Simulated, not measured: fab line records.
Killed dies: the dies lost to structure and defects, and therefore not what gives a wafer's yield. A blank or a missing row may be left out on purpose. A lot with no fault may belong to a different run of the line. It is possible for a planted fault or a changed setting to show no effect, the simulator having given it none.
fab line records	flow n5-finfet	part 2 of 2: steps 4 to 6 of 6
record lots=22	wafers=66	last-day=19
route steps=1938 shown GATE_CUT@487
lots that met no fault: taken from a fault-free run of the same line
start-h: the number of hours between the record's first day and the start of the first shown wafer of the lot	wait-h: time in hours since the lot's previous step	" as in the row above	L1.1+2: a row that stands for several wafers	- no value present, or no start provided	* or withheld: withheld	< > ~ a bound
route shown NAME@n: a module of which the file shows steps, and the number in the route of the first	usual: mean/standard deviation of fault-free wafers	same: alike in all rows	chamber/n: place in a boat	sites: readings site by site	_std_site: the standard deviation of these	_edge_site: mean of outer sites minus mean of inner sites	radius-mm: how far each site lies from the wafer's centre	mask NAME#n: copy n	behind: the last tool/chamber to shape the wafer	hold: reason for holding the lot/hours on hold/outcome of the hold	device: transistor that didn't switch, given as n, p or np	end of line: the same wafers' tests at the end of the route	a step given without rows: its recipe and nothing more	killed: dies that structure and defects cost at the first sort, which is not the same as the wafer's yield	map: the dies of a wafer, with x for killed, . for not killed, _ for no die there
set.NAME: the setting that was run; set.NAME@STEP: the one run at that earlier step	model.NAME: the simulator's own value behind a step, which no gauge read
route steps across a sampled set of lots; one table per step, one row per wafer
services: a tool's chamber out of use, with start hour (start-h, from the record's first day; less than 0 if before it), hours out, and reason
## steps
# step N5_GATE_CUT_CUT_ETCH_55
# recipe chemistry=BCl3	target=HfO2	mask-material=SiO2	target-depth-a=32	ion-energy-ev=30	pressure-mtorr=5	icp-w=450	bias-w=18	bcl3-flow-sccm=80
# usual drypump-motor-current-A=5.8/0.59	oes-product-au=0.79/0.14	rf-fwd-power-W=441.3/2.8	throttle-valve-pct=33.2/0.6
lot.wafer	tool	chamber	start-h	wait-h	drypump-motor-current-A	oes-product-au	rf-fwd-power-W	rf-hours-counter-h	throttle-valve-pct
L074.1	rie-metal-02	1	82.56	0.0	6.7	0.70	438.9	82	33.0
L074.2	"	0	"	"	5.3	0.58	437.2	145	32.4
L074.6	"	0	"	"	5.3	0.58	439.2	-	32.4
L075.2	rie-metal-03	1	96.46	0.0	5.3	0.60	445.4	141	33.4
L075.3	"	1	"	"	5.3	0.59	447.4	-	33.4
L075.5	"	1	"	"	5.3	0.59	445.4	-	33.4
L076.3	rie-metal-01	1	100.54	0.0	5.4	0.90	443.0	-	33.5
L076.4	"	0	"	"	5.9	0.70	441.2	-	33.9
L076.5	"	1	"	"	5.4	0.90	442.7	-	33.5
L078.3	rie-metal-01	1	109.59	0.0	5.4	0.89	442.3	-	33.5
L078.4	"	0	"	"	5.8	0.69	439.4	-	33.9
L078.6	"	0	"	"	5.8	0.69	440.5	-	33.9
L079.1	rie-metal-02	1	113.76	0.1	6.7	0.70	438.6	85	33.0
L079.3	"	1	"	"	6.7	0.70	438.3	-	33.0
L079.4	"	1	"	"	6.7	0.69	440.2	-	33.0
L080.3	rie-metal-03	1	120.41	0.1	5.3	0.59	445.7	-	33.5
L080.4	"	1	"	"	5.3	0.58	447.0	-	33.4
L080.5	"	1	"	"	5.3	0.59	446.1	-	33.4
L081.4	rie-metal-02	0	134.78	0.0	5.3	1.04	439.9	-	32.5
L081.5	"	1	"	"	6.7	0.69	440.7	-	33.0
L081.6	"	0	"	"	5.3	1.04	440.4	-	32.5
L082.1	rie-metal-01	1	137.08	0.0	5.4	0.89	443.2	12	33.5
L082.2	"	0	"	"	5.9	0.69	442.5	80	33.9
L082.4	"	0	"	"	5.8	0.69	441.8	-	33.9
L084.4	rie-metal-01	1	145.88	0.0	5.4	0.90	444.2	-	33.5
L084.5	"	1	"	"	5.4	0.88	441.6	-	33.5
L084.6	"	0	"	"	5.8	0.70	443.3	-	33.9
L085.1	rie-metal-03	1	152.10	0.1	5.3	0.59	445.6	146	33.5
L085.2	"	1	"	"	5.3	0.60	447.5	-	33.4
L085.6	"	1	"	"	5.3	0.59	446.8	-	33.5
L086.2	rie-metal-02	1	157.70	0.0	6.7	0.69	438.5	89	33.0
L086.3	"	0	"	"	5.3	0.99	440.1	-	32.5
L086.4	"	1	"	"	6.7	0.69	438.7	-	33.0
L087.2	rie-metal-02	0	163.24	0.0	5.3	0.99	439.6	3	32.5
L087.3	"	0	"	"	5.3	0.99	438.7	-	32.5
L087.4	"	1	"	"	6.7	0.70	440.3	-	33.0
L088.1	rie-metal-02	1	168.51	0.0	6.7	0.69	437.8	90	32.9
L088.3	"	1	"	"	6.6	0.69	437.5	-	33.0
L088.5	"	0	"	"	5.3	0.98	437.9	-	32.5
L089.2	rie-metal-01	0	175.15	0.0	5.8	0.69	438.7	85	33.9
L089.4	"	0	"	"	5.8	0.69	439.8	-	33.9
L089.5	"	0	"	"	5.8	0.69	437.9	-	33.9
L090.1	rie-metal-01	1	178.68	0.0	5.4	0.87	441.0	17	33.5
L090.2	"	0	"	"	5.9	0.69	439.4	85	33.9
L090.4	"	1	"	"	5.4	0.87	441.7	-	33.5
L091.2	rie-metal-03	0	185.06	0.1	6.7	0.91	439.0	-	32.1
L091.4	"	0	"	"	6.8	0.92	437.1	-	32.1
L091.5	"	0	"	"	6.7	0.91	437.9	-	32.1
L092.1	rie-metal-02	0	191.06	0.0	5.3	0.96	438.4	5	32.5
L092.2	"	1	"	"	6.7	0.68	438.1	92	33.0
L092.3	"	1	"	"	6.7	0.68	440.3	-	33.0
L093.1	rie-metal-03	0	197.59	0.0	6.7	0.91	439.4	8	32.1
L093.2	"	1	"	"	5.3	1.02	444.1	0	33.6
L093.4	"	0	"	"	6.7	0.91	440.0	-	32.1
L094.2	rie-metal-01	1	208.50	0.0	5.4	0.87	442.2	19	33.5
L094.3	"	0	"	"	5.8	0.69	442.2	-	33.9
L094.4	"	1	"	"	5.4	0.86	442.5	-	33.5
L095.3	rie-metal-03	0	209.75	0.0	6.7	0.91	439.9	-	32.1
L095.4	"	1	"	"	5.3	0.98	443.1	-	33.6
L095.5	"	1	"	"	5.3	0.97	445.4	-	33.6
L096.2	rie-metal-03	1	217.98	0.0	5.3	0.96	445.1	2	33.6
L096.3	"	1	"	"	5.3	0.97	444.9	-	33.6
L096.5	"	1	"	"	5.3	0.96	444.7	-	33.7
L097.2	rie-metal-01	0	221.84	0.0	5.8	0.68	439.8	88	33.9
L097.4	"	0	"	"	5.8	0.68	440.0	-	33.9
L097.6	"	1	"	"	5.4	0.86	442.2	-	33.5
# step N5_GATE_CUT_VAPOR_ETCH_48
# recipe chemistry=BCl3/Cl2	target=TiN	mode=isotropic
# usual drypump-motor-current-A=5.8/0.58	oes-product-au=0.80/0.14
lot.wafer	tool	chamber	start-h	wait-h	drypump-motor-current-A	oes-product-au
L074.1	rie-metal-02	1	82.62	0.0	6.7	0.69
L074.2	"	0	"	"	5.3	0.59
L074.6	"	0	"	"	5.3	0.59
L075.2	rie-metal-03	1	96.52	0.0	5.3	0.60
L075.3	"	1	"	"	5.3	0.60
L075.5	"	1	"	"	5.3	0.60
L076.3	rie-metal-01	1	100.60	0.0	5.4	0.91
L076.4	"	0	"	"	5.8	0.71
L076.5	"	1	"	"	5.4	0.92
L078.3	rie-metal-01	1	109.65	0.0	5.4	0.90
L078.4	"	0	"	"	5.8	0.71
L078.6	"	0	"	"	5.8	0.70
L079.1	rie-metal-02	1	113.88	0.1	6.7	0.69
L079.3	"	1	"	"	6.6	0.69
L079.4	"	1	"	"	6.7	0.69
L080.3	rie-metal-03	1	120.53	0.1	5.3	0.59
L080.4	"	1	"	"	5.3	0.59
L080.5	"	1	"	"	5.3	0.60
L081.4	rie-metal-02	0	134.84	0.0	5.3	1.03
L081.5	"	1	"	"	6.6	0.69
L081.6	"	0	"	"	5.3	1.03
L082.1	rie-metal-01	1	137.14	0.0	5.4	0.88
L082.2	"	0	"	"	5.9	0.70
L082.4	"	0	"	"	5.8	0.69
L084.4	rie-metal-01	1	145.94	0.0	5.4	0.89
L084.5	"	1	"	"	5.4	0.88
L084.6	"	0	"	"	5.9	0.70
L085.1	rie-metal-03	1	152.22	0.1	5.3	0.59
L085.2	"	1	"	"	5.3	0.58
L085.6	"	1	"	"	5.3	0.59
L086.2	rie-metal-02	1	157.76	0.0	6.7	0.69
L086.3	"	0	"	"	5.3	0.99
L086.4	"	1	"	"	6.7	0.69
L087.2	rie-metal-02	0	163.30	0.0	5.3	0.98
L087.3	"	0	"	"	5.3	0.98
L087.4	"	1	"	"	6.7	0.69
L088.1	rie-metal-02	1	168.57	0.0	6.7	0.69
L088.3	"	1	"	"	6.7	0.68
L088.5	"	0	"	"	5.3	0.98
L089.2	rie-metal-01	0	175.21	0.0	5.9	0.69
L089.4	"	0	"	"	5.9	0.69
L089.5	"	0	"	"	5.9	0.69
L090.1	rie-metal-01	1	178.74	0.0	5.4	0.87
L090.2	"	0	"	"	5.8	0.69
L090.4	"	1	"	"	5.4	0.87
L091.2	rie-metal-03	0	185.18	0.1	6.7	0.91
L091.4	"	0	"	"	6.7	0.90
L091.5	"	0	"	"	6.7	0.91
L092.1	rie-metal-02	0	191.12	0.0	5.3	0.96
L092.2	"	1	"	"	6.7	0.68
L092.3	"	1	"	"	6.7	0.67
L093.1	rie-metal-03	0	197.65	0.0	6.7	0.90
L093.2	"	1	"	"	5.3	1.02
L093.4	"	0	"	"	6.7	0.89
L094.2	rie-metal-01	1	208.56	0.0	5.4	0.85
L094.3	"	0	"	"	5.9	0.68
L094.4	"	1	"	"	5.4	0.86
L095.3	rie-metal-03	0	209.81	0.0	6.8	0.90
L095.4	"	1	"	"	5.3	0.99
L095.5	"	1	"	"	5.3	0.99
L096.2	rie-metal-03	1	218.04	0.0	5.3	0.97
L096.3	"	1	"	"	5.3	0.96
L096.5	"	1	"	"	5.3	0.97
L097.2	rie-metal-01	0	221.90	0.0	5.8	0.69
L097.4	"	0	"	"	5.8	0.69
L097.6	"	1	"	"	5.4	0.86
# step N5_GATE_CUT_VAPOR_ETCH_51
# recipe chemistry=BCl3/Cl2	target=HfO2	mode=isotropic
# usual drypump-motor-current-A=5.8/0.59	oes-product-au=0.80/0.14
lot.wafer	tool	chamber	start-h	wait-h	drypump-motor-current-A	oes-product-au
L074.1	rie-metal-02	1	82.68	0.0	6.7	0.69
L074.2	"	0	"	"	5.3	0.59
L074.6	"	0	"	"	5.3	0.58
L075.2	rie-metal-03	1	96.58	0.0	5.3	0.59
L075.3	"	1	"	"	5.3	0.60
L075.5	"	1	"	"	5.3	0.59
L076.3	rie-metal-01	1	100.66	0.0	5.4	0.91
L076.4	"	0	"	"	5.8	0.71
L076.5	"	1	"	"	5.4	0.91
L078.3	rie-metal-01	1	109.71	0.0	5.4	0.90
L078.4	"	0	"	"	5.9	0.70
L078.6	"	0	"	"	5.8	0.70
L079.1	rie-metal-02	1	114.00	0.1	6.7	0.69
L079.3	"	1	"	"	6.7	0.68
L079.4	"	1	"	"	6.7	0.69
L080.3	rie-metal-03	1	120.65	0.1	5.3	0.59
L080.4	"	1	"	"	5.3	0.60
L080.5	"	1	"	"	5.3	0.59
L081.4	rie-metal-02	0	134.90	0.0	5.3	1.05
L081.5	"	1	"	"	6.7	0.70
L081.6	"	0	"	"	5.3	1.03
L082.1	rie-metal-01	1	137.20	0.0	5.4	0.89
L082.2	"	0	"	"	5.8	0.70
L082.4	"	0	"	"	5.8	0.70
L084.4	rie-metal-01	1	146.00	0.0	5.4	0.89
L084.5	"	1	"	"	5.4	0.89
L084.6	"	0	"	"	5.9	0.70
L085.1	rie-metal-03	1	152.34	0.1	5.3	0.60
L085.2	"	1	"	"	5.3	0.60
L085.6	"	1	"	"	5.3	0.59
L086.2	rie-metal-02	1	157.82	0.0	6.6	0.69
L086.3	"	0	"	"	5.3	0.99
L086.4	"	1	"	"	6.7	0.70
L087.2	rie-metal-02	0	163.36	0.0	5.3	0.98
L087.3	"	0	"	"	5.3	0.99
L087.4	"	1	"	"	6.6	0.69
L088.1	rie-metal-02	1	168.63	0.0	6.7	0.68
L088.3	"	1	"	"	6.7	0.69
L088.5	"	0	"	"	5.3	0.98
L089.2	rie-metal-01	0	175.27	0.0	5.8	0.69
L089.4	"	0	"	"	5.8	0.69
L089.5	"	0	"	"	5.8	0.69
L090.1	rie-metal-01	1	178.80	0.0	5.4	0.87
L090.2	"	0	"	"	5.8	0.69
L090.4	"	1	"	"	5.4	0.87
L091.2	rie-metal-03	0	185.30	0.1	6.7	0.91
L091.4	"	0	"	"	6.7	0.90
L091.5	"	0	"	"	6.7	0.91
L092.1	rie-metal-02	0	191.18	0.0	5.3	0.96
L092.2	"	1	"	"	6.7	0.68
L092.3	"	1	"	"	6.7	0.68
L093.1	rie-metal-03	0	197.71	0.0	6.8	0.90
L093.2	"	1	"	"	5.3	1.02
L093.4	"	0	"	"	6.7	0.91
L094.2	rie-metal-01	1	208.62	0.0	5.4	0.86
L094.3	"	0	"	"	5.9	0.69
L094.4	"	1	"	"	5.4	0.86
L095.3	rie-metal-03	0	209.87	0.0	6.8	0.90
L095.4	"	1	"	"	5.3	0.98
L095.5	"	1	"	"	5.3	0.98
L096.2	rie-metal-03	1	218.10	0.0	5.3	0.98
L096.3	"	1	"	"	5.3	0.97
L096.5	"	1	"	"	5.3	0.96
L097.2	rie-metal-01	0	221.96	0.0	5.8	0.69
L097.4	"	0	"	"	5.8	0.69
L097.6	"	1	"	"	5.4	0.85
## services
tool	chamber	start-h	hours	kind
rie-diel-02	1	93.14	16.4	repair
rie-metal-02	0	110.98	-	clean
rie-metal-02	0	110.98	22.4	scheduled-down
rie-metal-02	0	110.98	22.4	vent-cycle
rie-metal-03	0	111.97	59.1	repair
rie-diel-05	0	122.27	-	clean
rie-diel-05	0	122.27	-	consumable-replace:focus-ring
rie-diel-05	0	122.27	24.0	scheduled-down
rie-diel-05	0	122.27	24.0	vent-cycle
rie-metal-02	0	169.19	2.9	repair
rie-metal-03	1	171.07	-	clean
rie-metal-03	1	171.07	25.3	scheduled-down
rie-metal-03	1	171.07	25.3	vent-cycle
rie-diel-05	1	198.10	1.3	repair
rie-metal-02	0	213.82	4.2	repair
rie-diel-06	3	216.58	5.0	repair
